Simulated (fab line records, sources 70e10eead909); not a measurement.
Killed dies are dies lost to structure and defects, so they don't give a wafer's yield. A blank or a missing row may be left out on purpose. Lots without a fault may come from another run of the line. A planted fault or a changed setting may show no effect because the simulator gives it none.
Chamber matching | flow nand_harc | NHARC_A_STAIRCASE_STRIP_476 on rie_diel-11: 4 sister chambers
The step strips in O2, time 20 s. 4 wafers are shown with their chamber, then 11 later ones without.

WAFERS WITH THEIR CHAMBER
wafer  | chamber | drypump_motor_current_A (A)
L083.1 | 0       | 6.2
L083.4 | 2       | 5.4
L083.6 | 1       | 6.1
L088.1 | 3       | 5.9

WAFERS WITHOUT THEIR CHAMBER
wafer  | drypump_motor_current_A (A)
L088.4 | 6.1
L088.5 | 6.1
L089.1 | 6.1
L089.2 | 6.3
L089.5 | 6.1
L092.1 | 5.9
L092.2 | 6.3
L092.3 | 6.1
L094.1 | 5.5
L094.4 | 6.2
L094.5 | 5.9

WHICH CHAMBER EACH WENT THROUGH
wafer  | from the rows above     | in truth
L088.4 | can't be placed: 1 or 0 | 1
L088.5 | can't be placed: 1 or 0 | 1
L089.1 | can't be placed: 1 or 0 | 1
L089.2 | can't be placed: 0 or 1 | 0
L089.5 | can't be placed: 1 or 0 | 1
L092.1 | 3                       | 3
L092.2 | can't be placed: 0 or 1 | 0
L092.3 | can't be placed: 1 or 0 | 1
L094.1 | 2                       | 2
L094.4 | can't be placed: 0 or 1 | 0
L094.5 | 3                       | 3
Placed correctly: 3 of 11. Can't be placed from these rows: 8 (the true chamber is among the candidates in 8). Placed wrongly: 0.
How it was worked out, from the rows above alone: a wafer's distance from a chamber is the root of the sum, over the readings, of the square of ((its reading less the chamber's mean) divided by the reading's scatter). The wafer belongs to the nearest chamber; if the next one is less than 2 further off, it can't be placed. A chamber's mean is the mean of its shown wafers. The scatter: with one shown wafer a chamber, the root of the mean of the squares of how far each hidden wafer lies from its nearest shown one.
